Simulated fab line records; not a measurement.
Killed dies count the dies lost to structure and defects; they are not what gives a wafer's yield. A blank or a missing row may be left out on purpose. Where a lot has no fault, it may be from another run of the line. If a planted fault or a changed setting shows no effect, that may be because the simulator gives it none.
Comparing a struck lot with a sound one | flow nand-harc | 14 out of 1159 route steps
Sound: these wafers, L407.1, L407.3, L407.6. The struck wafers were L408.2, L408.3, L408.5. At the end, the cause is stated.
Order at every step that has rows: each side's tool, ch and its chambers, its first start. Under that, the readings that differ: sound wafers | struck wafers | difference of the means | sigmas: that difference in standard deviations of wafers without a fault.
alike: a reading whose means differ by less than 2 such deviations, as well as words and numbers matching on both sides. not compared: withheld readings; readings where some wafer has no value; bounds like >300 that might hide an equal value; numbers whose values overlap and for which the record gives no deviation.
The two part at a step that has a row with sigmas, a row that says differs or no value, or rows on one side only. Numbers that have no deviation but don't overlap get no sigmas and don't part them. A reading that every wafer of one side lacks parts them only if that side has two wafers or more.

NHARC_A_CONTACT_DESCUM_13: chemistry O2, time 3 s.
  sound on rie-diel-02 ch 1,2, day 19 20:04; struck on rie-diel-12 ch 0,1, day 20 02:25
  reading               | sound             | struck            | difference | sigmas
  oes-product-au (a.u.) | 0.995 1.000 0.979 | 1.002 1.003 1.010 | +0.014     | +2
  alike: drypump-motor-current-A, rf-vpp-V, showerhead-plenum-p-Torr, throttle-valve-pct
  not compared: rf-hours-counter-h
NHARC_A_CONTACT_ETCH_88: etches the open film in CF4, target depth 39 nm, time 65 s.
  sound on rie-diel-02 ch 0,1, day 19 20:09; struck on rie-diel-12 ch 0,2,3, day 20 02:32
  alike: drypump-motor-current-A, oes-product-au, rf-vpp-V, showerhead-plenum-p-Torr, throttle-valve-pct
  not compared: rf-hours-counter-h
NHARC_A_CONTACT_ETCH_89: etches the open film in N2/H2, target depth 260 nm, time 475.3 s.
  sound: rie-diel-02 ch 1,2,3; struck: rie-diel-12 ch 1,2,3
  alike: drypump-motor-current-A, oes-product-au, rf-vpp-V, showerhead-plenum-p-Torr, throttle-valve-pct
  not compared: rf-hours-counter-h
then, 1 step without rows for these wafers: NHARC_A_CONTACT_ETCH_30 (etches the open film in CF4/CHF3, target depth 60.5 nm, time 30.2 s).
NHARC_A_CONTACT_ETCH_31: etches the open film in O2/COS, target depth 2000 nm, time 520 s.
  sound: rie-diel-02 ch 0,3; struck: rie-diel-12 ch 1,2,3
  alike: drypump-motor-current-A, oes-product-au, rf-vpp-V, showerhead-plenum-p-Torr, throttle-valve-pct
  not compared: rf-hours-counter-h
then, 3 steps without rows for these wafers: NHARC_A_CONTACT_ETCH_134 (etches the open film in C4F8/O2/Ar, time 140 s, target depth 700 nm); NHARC_A_CONTACT_ETCH_135 (etches the open film in C4F8/O2/Ar, time 132 s, target depth 1287 nm); NHARC_A_CONTACT_ETCH_136 (etches the open film in C4F8/O2/Ar, time 132 s, target depth 1287 nm).
NHARC_A_CONTACT_ETCH_137: etches the open film in C4F8/O2/Ar, time 132 s, target depth 1287 nm.
  sound on har-cap-etch-01 ch 1, day 19 23:02; struck on har-cap-etch-03 ch 0, day 20 03:54
  not compared: rf-hours-counter-h
then, 3 steps without rows for these wafers: NHARC_A_CONTACT_ETCH_138 (etches the open film in C4F8/O2/Ar, time 132 s, target depth 1289 nm); NHARC_A_CONTACT_ETCH_139 (etches the open film in C4F8/O2/Ar, time 137 s, target depth 590 nm); NHARC_A_CONTACT_ETCH_92 (etches the open film in CH3F/O2, target depth 40 nm, time 85.7 s).
NHARC_A_CONTACT_ETCH_98: etches the open film in C4F6/O2, target depth 20 nm, time 10 s.
  sound on rie-diel-04 ch 2,3, day 19 23:50; struck on rie-diel-12 ch 0,2,3, day 20 04:40
  reading               | sound             | struck            | difference | sigmas
  oes-product-au (a.u.) | 0.941 0.958 0.954 | 0.726 0.710 0.723 | -0.231     | -10
  alike: drypump-motor-current-A, rf-vpp-V, showerhead-plenum-p-Torr, throttle-valve-pct
  not compared: rf-hours-counter-h
NHARC_A_CONTACT_CD_MEAS_15:
  sound on cd-sem-01, day 19 23:55; struck on cd-sem-02, day 20 04:44
  alike: cd-nm

## WHERE THEY PART
At NHARC_A_CONTACT_DESCUM_13 first; at NHARC_A_CONTACT_ETCH_98 last (within this record only). Later steps at which nothing parts them and some readings are alike: NHARC_A_CONTACT_CD_MEAS_15.

WHY: what the simulator had put in
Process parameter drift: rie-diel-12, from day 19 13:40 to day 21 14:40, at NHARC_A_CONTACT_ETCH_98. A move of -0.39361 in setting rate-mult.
